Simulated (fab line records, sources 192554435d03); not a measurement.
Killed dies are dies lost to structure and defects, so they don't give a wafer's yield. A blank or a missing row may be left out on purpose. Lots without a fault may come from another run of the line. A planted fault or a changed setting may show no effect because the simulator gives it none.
Split-lot experiment | flow n5_finfet | 7 lots, 21 wafers read, on a route of 1938 steps

THE SPLIT
At N5_BEOL_M13_CMP_49 (polishes, stops on SiOC, t overpolish 17.1 s, target thk 420 nm), the setting down_force_psi was moved away from the recipe's 1 psi on 7 of the 21 wafers read, by -22.0% to +8.0%. The other wafers ran this setting at the recipe's value.

The reading is taken at the split's own step.

THE READING
barrier_field_endpoint_s, in s, at N5_BEOL_M13_CMP_49 (polishes, stops on SiOC, t overpolish 17.1 s, target thk 420 nm). Fault-free wafers of this fab line usually give 30.1 s, standard deviation 0.83 s.

wafer  | tool, chamber at the split | down_force_psi as run, psi | against the recipe | barrier_field_endpoint_s, s | against lot-mates on the recipe
L075.1 | cmp-01, 3                  | 1                          | recipe             | 30.4                        | -
L075.6 | cmp-01, 1                  | 1                          | recipe             | 30.9                        | -
L075.5 | cmp-01, 2                  | 0.8981                     | -10.2%             | 33.4                        | +2.8
L077.3 | cmp-04, 3                  | 1                          | recipe             | 29.6                        | -
L077.5 | cmp-04, 3                  | 0.8263                     | -17.4%             | 35.8                        | +6.2
L077.6 | cmp-04, 0                  | 0.8263                     | -17.4%             | 36.0                        | +6.4
L080.1 | cmp-01, 0                  | 1                          | recipe             | 30.1                        | -
L080.6 | cmp-01, 0                  | 1                          | recipe             | 31.3                        | -
L080.5 | cmp-01, 1                  | 1                          | recipe             | 30.8                        | -
L084.3 | cmp-02, 1                  | 1                          | recipe             | 28.9                        | -
L084.2 | cmp-02, 2                  | 1.08                       | +8.0%              | 28.2                        | -0.7
L084.5 | cmp-02, 3                  | 1.08                       | +8.0%              | 26.8                        | -2.1
L085.2 | cmp-01, 2                  | 1                          | recipe             | 30.3                        | -
L085.1 | cmp-01, 3                  | 1                          | recipe             | 28.7                        | -
L085.6 | cmp-01, 1                  | 1                          | recipe             | 30.7                        | -
L089.3 | cmp-02, 3                  | 1                          | recipe             | 29.3                        | -
L089.6 | cmp-02, 3                  | 0.7801                     | -22.0%             | 37.4                        | +7.5
L089.5 | cmp-02, 0                  | 1                          | recipe             | 30.4                        | -
L097.2 | cmp-01, 0                  | 1                          | recipe             | 30.7                        | -
L097.1 | cmp-01, 1                  | 1                          | recipe             | 29.6                        | -
L097.6 | cmp-01, 0                  | 0.9129                     | -8.7%              | 32.9                        | +2.8

THE FIT
A straight line over all 21 wafers: barrier_field_endpoint_s changes by -0.33 s for each +1% of down_force_psi; r = -0.97; the points scatter about the line by 0.69 s.
The same after taking each lot's own level away (the mean of its wafers on the recipe; 21 wafers): -0.322 s for each +1%; r = -0.97; scatter 0.69 s.
On that fit, the largest move of down_force_psi shifts the reading by 7.1 s.
The lots' own levels span 28.90 to 30.73 s, that is 2.2 times the standard deviation above.
So the lot-to-lot level changes the slope little: the two slopes agree.
Check: with one of the wafers moved furthest among these (-22.0%) left out of the fit, the line predicts +7.09 s for it against its lot-mates. It came out at +7.55 s against them.
Tool readings at the split's step, against how far the setting was moved: barrier_field_endpoint_s r = -0.97.

OTHER SPLITS ON THESE WAFERS
These wafers also went through other splits before the reading. Each is held against what the fit with the lots' levels taken away leaves over:
other split on the same wafers | wafers away from the commonest value | r with barrier_field_endpoint_s (lot level and that fit taken away)
N5_BEOL_M10_EXPOSE_25 dose_mj  | 5                                    | +0.06
N5_BEOL_M11_COAT_59 spin_rpm   | 8                                    | +0.01
N5_BEOL_M11_COAT_60 spin_rpm   | 4                                    | +0.24
N5_BEOL_M11_ETCH_66 time_s     | 6                                    | +0.24
N5_BEOL_M12_DEP_53 time_s      | 7                                    | +0.01

THE FILE'S OWN FIT
barrier_field_endpoint_s changes by -0.328 s for each +1% of down_force_psi, r = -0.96.
